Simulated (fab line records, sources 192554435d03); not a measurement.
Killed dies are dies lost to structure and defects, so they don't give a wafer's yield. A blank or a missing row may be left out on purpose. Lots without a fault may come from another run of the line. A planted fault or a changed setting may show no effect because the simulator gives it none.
A struck lot beside a sound one | flow n5_finfet | 16 steps out of a route of 1938
Sound: wafers L302.1, L302.5, L302.6. Struck: wafers L295.4, L295.6. (L295.2 of the same lot was not struck and is left out.) The cause comes at the end.
At each step with rows: each side's tool, then ch and its chambers, then its first start. Under that, the readings that differ: sound wafers | struck wafers | difference of the means | sigmas: that difference in standard deviations of wafers without a fault.
alike: readings whose means differ by less than 2 such deviations, and words and numbers that are the same on both sides. not compared: withheld readings, readings that some wafer has no value for, bounds like >300 that may hide the same value, and numbers for which the record gives no deviation and whose values overlap.
The two part at a step that has a row with sigmas, a row that says differs or no value, or rows on one side only. Numbers that don't overlap but have no deviation are shown without sigmas and don't part them. A reading that every wafer of one side lacks parts them only if that side has two wafers or more.

first, 3 steps without rows for these wafers: N5_HKMG_FIN_STRIP_89 (strips SOC in N2/H2, time 20 s); N5_HKMG_FIN_WET_ETCH_87 (etches TiN in SC1, time 154.2 s, target depth 4.7 nm, rinse time 30 s); N5_HKMG_FIN_STRIP_88 (strips in N2/H2, time 360 s).
N5_HKMG_FIN_NWFM_ALD_20: deposits TiAlC, target thk 2 nm, pulse time 3 s, purge time 2 s.
  sound on ald_metal-04 ch 0,1, day 8 15:05; struck on ald_metal-02 ch 1,2, day 7 04:14
  alike: heater_power_w, precursor_pulse_height_rel
  not compared: ald_cycles
N5_HKMG_FIN_ALD_71: deposits TiN, target thk 1 nm, pulse time 1 s, purge time 3 s.
  sound on ald_metal-04 ch 0,1, day 8 15:11; struck on ald_metal-02 ch 1,2, day 7 04:20
  alike: heater_power_w, precursor_pulse_height_rel
  not compared: ald_cycles
then, 4 steps without rows for these wafers: N5_HKMG_FIN_COAT_66 (time 60 s, resist thk 300 nm); N5_HKMG_FIN_ETCH_67 (etches SOC in N2/H2, stops on TiN, target depth 388.9 nm); N5_HKMG_FIN_STRIP_90 (strips SOC in N2/H2, time 20 s); N5_HKMG_FIN_WET_ETCH_73 (etches the open film in SC1, time 42.3 s, target depth 1.3 nm, rinse time 30 s).
N5_HKMG_FIN_ETCHBACK_68: etches the open film in Cl2/Ar, stops on HfO2, target depth 0.5 nm.
  sound on rie_metal-02 ch 0,1, day 8 15:46; struck on rie_metal-01 ch 0, day 7 04:55
  alike: drypump_motor_current_A, mfc_cl2_sccm, oes_product_au, throttle_valve_pct
  not compared: rf_hours_counter_h
N5_HKMG_FIN_STRIP_69: strips in N2/H2, time 360 s.
  sound on plasma_asher-02 ch 0,1, day 8 15:54; struck on plasma_asher-02 ch 0,1, day 7 05:03
  alike: drypump_motor_current_A, heater_power_w
  not compared: rf_hours_counter_h
N5_HKMG_FIN_ALD_21: deposits TiN, target thk 1.5 nm, pulse time 1 s, purge time 3 s.
  sound on ald_metal-01 ch 0,1, day 8 16:17; struck on ald_metal-01 ch 1,2, day 7 05:26
  alike: heater_power_w, precursor_pulse_height_rel
  not compared: ald_cycles
N5_HKMG_FIN_ALD_72: deposits W, target thk 2 nm, pulse time 1 s, purge time 2 s.
  sound on cvd_w-01 ch 0,1, day 8 16:39; struck on cvd_w-02 ch 0,1, day 7 05:48
  reading                                | sound   | struck  | difference | sigmas
  ald_cycles                             | 7 7 7   | 11 11   | +4         |
  model.W_of_HKMG_FIN_ALD_72.thk_nm (nm) | 2 2.2 2 | 3.2 3.4 | +1.2       |
  alike: heater_power_w, precursor_pulse_height_rel
then, 1 step without rows for these wafers: N5_HKMG_FIN_W_FILL_22 (material W, target thk 60 nm, time 18.2 s).
-- the record jumps here: 4 days lie between the struck wafers' starts before and after (it left off in module HKMG_FIN and takes up again in module BEOL_M4, whose first step shown is number 1111 of the route) --
N5_BEOL_M4_RC_MEAS_101:
  sound on prober-01 ch 0, day 12 16:29; struck on prober-02 ch 0, day 10 22:55
  alike: DIBL_N, DIBL_P, IOFF_N, IOFF_P, ION_N, ION_P, SS_N, SS_P, VT_N, VT_P
then, 1 step without rows for these wafers: N5_PASSIVATION_PROBE_49.

WHERE THEY PART
Nowhere in this record.

WHY: what the simulator had put in
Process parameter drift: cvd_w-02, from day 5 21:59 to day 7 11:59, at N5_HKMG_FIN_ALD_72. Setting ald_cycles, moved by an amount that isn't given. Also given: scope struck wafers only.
